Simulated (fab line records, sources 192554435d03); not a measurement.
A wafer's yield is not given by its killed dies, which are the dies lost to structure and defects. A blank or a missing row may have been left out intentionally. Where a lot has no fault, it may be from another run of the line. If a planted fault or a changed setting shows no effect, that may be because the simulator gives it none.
Matching of chambers -- flow n5_finfet -- N5_BEOL_M2_ETCH_69 on rie_diel-04: 4 sister chambers
The step etches SiARC in CF4, target depth 15.6 nm, time 26 s. 7 wafers are shown with their chamber, then 7 later ones without.

## WAFERS WITH THEIR CHAMBER
wafer,chamber,drypump_motor_current_A (A),throttle_valve_pct (%)
L077.2,3,5.2,16.02
L077.5,2,5.4,15.96
L083.5,2,5.4,15.99
L087.5,1,6.5,15.52
L087.6,0,5.9,15.05
L090.4,0,5.9,15.06
L090.5,1,6.6,15.54

## WAFERS MISSING THEIR CHAMBER
wafer,drypump_motor_current_A (A),throttle_valve_pct (%)
L090.6,5.4,15.53
L093.1,6.6,15.55
L093.3,5.9,15.08
L093.4,5.4,15.54
L096.1,6.6,15.55
L096.2,5.2,15.64
L096.3,5.9,15.09

## CHAMBER TAKEN BY EACH
wafer,from the rows above,in truth
L090.6,can't be placed: 1 or 2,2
L093.1,1,1
L093.3,0,0
L093.4,can't be placed: 1 or 2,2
L096.1,1,1
L096.2,2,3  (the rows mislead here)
L096.3,0,0
Correct placement for 4 of the 7. These rows do not allow placing 2 (true chamber among the candidates in 2). Number placed wrongly: 1.
How it was worked out, from the rows above alone: a wafer's distance from a chamber is the root of the sum, over the readings, of the square of ((its reading less the chamber's mean) divided by the reading's scatter). The wafer belongs to the nearest chamber; if the next one is less than 2 further off, it can't be placed. For every chamber, the mean is computed from those of its wafers that are shown. The scatter is the square root of a quotient: the sum, over the shown wafers, of each reading's squared deviation from its chamber's mean, divided by wafers minus chambers.
